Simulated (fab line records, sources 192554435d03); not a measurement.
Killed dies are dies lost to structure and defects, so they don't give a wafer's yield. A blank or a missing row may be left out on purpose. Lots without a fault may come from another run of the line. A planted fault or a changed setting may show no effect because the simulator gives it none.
Which tool did it? | flow n5_finfet | 12 lots, 35 wafers sampled, at 2 steps of a route of 1938

WHAT THE GAUGES READ, wafer by wafer
N5_PASSIVATION_CD_MEAS_10: target cd 3000 nm.
lot  | measured     | on        | cd_nm (nm)
L420 | day 12 11:55 | cd_sem-01 | 3004 3006 3001
L421 | day 12 22:06 | cd_sem-02 | 3000 3004 2999
L422 | day 13 14:21 | cd_sem-02 | 3000 3000 2997
L424 | day 13 14:55 | cd_sem-02 | 3005 3003 3002
L423 | day 14 06:26 | cd_sem-01 | 3001 3001
L427 | day 14 02:42 | cd_sem-02 | 3002 3005 3008
L431 | day 15 02:08 | cd_sem-02 | 3005 2998 3003
L432 | day 15 09:07 | cd_sem-02 | 3000 3002 3003
L433 | day 15 06:44 | cd_sem-03 | 3005 3000 3003
L436 | day 17 00:53 | cd_sem-03 | 3004 3003 3006
L442 | day 18 16:13 | cd_sem-03 | 3001 3003 3000
L443 | day 18 06:14 | cd_sem-01 | 3008 3001 3004

WHICH TOOL RAN EACH LOT (tool, then ch and the chambers of the sampled wafers, then the start)
lot  | N5_MOL_CONTACT_COAG_STRIP_49
L420 | plasma_asher-01 ch 0,1, day 5 06:45
L421 | plasma_asher-01 ch 0,1, day 5 11:36
L422 | plasma_asher-01 ch 0, day 6 03:10
L424 | plasma_asher-02 ch 0,1, day 6 06:10
L423 | plasma_asher-02 ch 0,1, day 6 06:35
L427 | plasma_asher-02 ch 0,1, day 6 22:04
L431 | plasma_asher-02 ch 0,1, day 8 00:49
L432 | plasma_asher-02 ch 0,1, day 8 10:17
L433 | plasma_asher-02 ch 0,1, day 8 10:49
L436 | plasma_asher-01 ch 0,1, day 9 06:40
L442 | plasma_asher-01 ch 0,1, day 10 19:53
L443 | plasma_asher-01 ch 0,1, day 11 01:09
- N5_MOL_CONTACT_COAG_STRIP_49: strips in N2/H2, time 30 s.

WHAT THE TOOLS THEMSELVES READ (means of the sampled wafers that have a number; where no wafer has one, the mark that the record gives instead)
N5_MOL_CONTACT_COAG_STRIP_49.
lot  | tool            | drypump_motor_current_A (A) | heater_power_w (W)
L420 | plasma_asher-01 | 6.0                         | 379
L421 | plasma_asher-01 | 5.7                         | 364
L422 | plasma_asher-01 | 5.5                         | 358
L424 | plasma_asher-02 | 5.5                         | 335
L423 | plasma_asher-02 | 5.4                         | 348
L427 | plasma_asher-02 | 5.6                         | 332
L431 | plasma_asher-02 | 5.5                         | 334
L432 | plasma_asher-02 | 5.6                         | 338
L433 | plasma_asher-02 | 5.5                         | 337
L436 | plasma_asher-01 | 5.9                         | 381
L442 | plasma_asher-01 | 6.0                         | 378
L443 | plasma_asher-01 | 5.7                         | 357

THE ANSWER, worked out from the rows above alone
Rule: what is usual is taken from the lots themselves. Put in order of their means at a reading, lots are off if they are a third of the lots or fewer, leave a main group of 4 or more, and stand apart from it by a gap of 3 or more times the standard deviation of the main group's means; of several such gaps the widest counts. A main group whose means are all the same, to the digits that the tables above print for the reading, isn't used. A lot without any number at a reading at which 4 lots or more have one is off too. The other lots that the step has rows for count as sound. The gauges are gone through in route order, then the tools' own readings, and for those a lot's mean is taken as printed above. The first step at which some lot is off is used, and at that step the reading that is off furthest; a lot without a number counts as furthest.
No lot is off at any reading shown: from this, nothing can be told.

WHAT THE SIMULATOR HAD PUT IN
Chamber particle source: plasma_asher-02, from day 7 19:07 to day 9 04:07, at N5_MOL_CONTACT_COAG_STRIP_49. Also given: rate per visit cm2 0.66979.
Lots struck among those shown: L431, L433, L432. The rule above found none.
